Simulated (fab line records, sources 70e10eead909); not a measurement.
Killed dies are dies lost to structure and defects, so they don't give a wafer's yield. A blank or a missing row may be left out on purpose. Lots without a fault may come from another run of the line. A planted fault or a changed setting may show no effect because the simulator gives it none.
Problem report in the 8D (eight disciplines) form, filled by code | flow nand_harc | the parts of the form that need people (team, actions taken, sign-off) are left out

1. THE PROBLEM
heater_power_total_W at NHARC_A_BONDPAD_SOFTBAKE_04 reads a mean of 234.2 W on 6 wafers of 2 lots; wafers without a fault read 201.0 W with a standard deviation of 1.3. That is +26 standard deviations from the usual mean.
The step: time 70 s.
First seen on wafer L140.4, day 20 10:00, on litho_track-05. The record holds 39 wafers of 13 lots with a number at this step. Rule for "out", or "out of limits": more than 4 standard deviations from the usual mean. The other wafers with a number count as sound.

2. WHAT IT IS AND WHAT IT IS NOT
question                    | is                     | is not
which readings at this step | heater_power_total_W   | -
which lots                  | L140, L141             | L130, L131, L132, L134, L135, L136, L137, L145, L146, L147, L149
which wafers of those lots  | all that have a number | -
read on which tools         | litho_track-05         | litho_track-03, litho_track-07
when                        | from day 20 10:00      | up to then (21 sound wafers); but 12 sound wafers of L145, L146, L147, L149 came after

3. SUSPECTS, AND WHAT RULES EACH OUT
Counting: a tool at a process step up to the reading stays a suspect if it ran every lot that is out and no sound lot after the first of them.
- litho_track-05 at NHARC_A_BONDPAD_SOFTBAKE_04 (time 70 s): kept. It ran every lot that is out, first L140 (day 20 10:00), and no sound lot after that; its last sound lot up to then is L137 (day 19 17:00). Its own readings are out on those wafers: heater_power_total_W.
Left after counting: litho_track-05 at NHARC_A_BONDPAD_SOFTBAKE_04.

4. THE CAUSE (what the simulator had put in)
Process parameter drift: litho_track-05, from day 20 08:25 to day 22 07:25, at NHARC_A_BONDPAD_SOFTBAKE_04. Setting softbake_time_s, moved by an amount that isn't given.
Counting left only this tool.

5. THE CHAIN OF EFFECTS, in route order
Each row: a reading whose mean over the struck wafers that have a number lies more than 3 standard deviations from the usual. Only readings for which the record gives a usual standard deviation are gone through. hours: the time from each lot's start at the first step in this table that gives one to its start at this step, as a median over the lots. sigmas: the change in usual standard deviations.
hours | step                        | reading              | usual   | on struck wafers | change | sigmas
0     | NHARC_A_BONDPAD_SOFTBAKE_04 | heater_power_total_W | 201.0 W | 234.2            | +33.2  | +26
The process steps in it:
- NHARC_A_BONDPAD_SOFTBAKE_04: time 70 s.

6. WHAT WOULD HAVE CAUGHT IT SOONER
In this record the first reading out of limits was taken at day 20 10:00, 2 hours after the fault began at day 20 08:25.
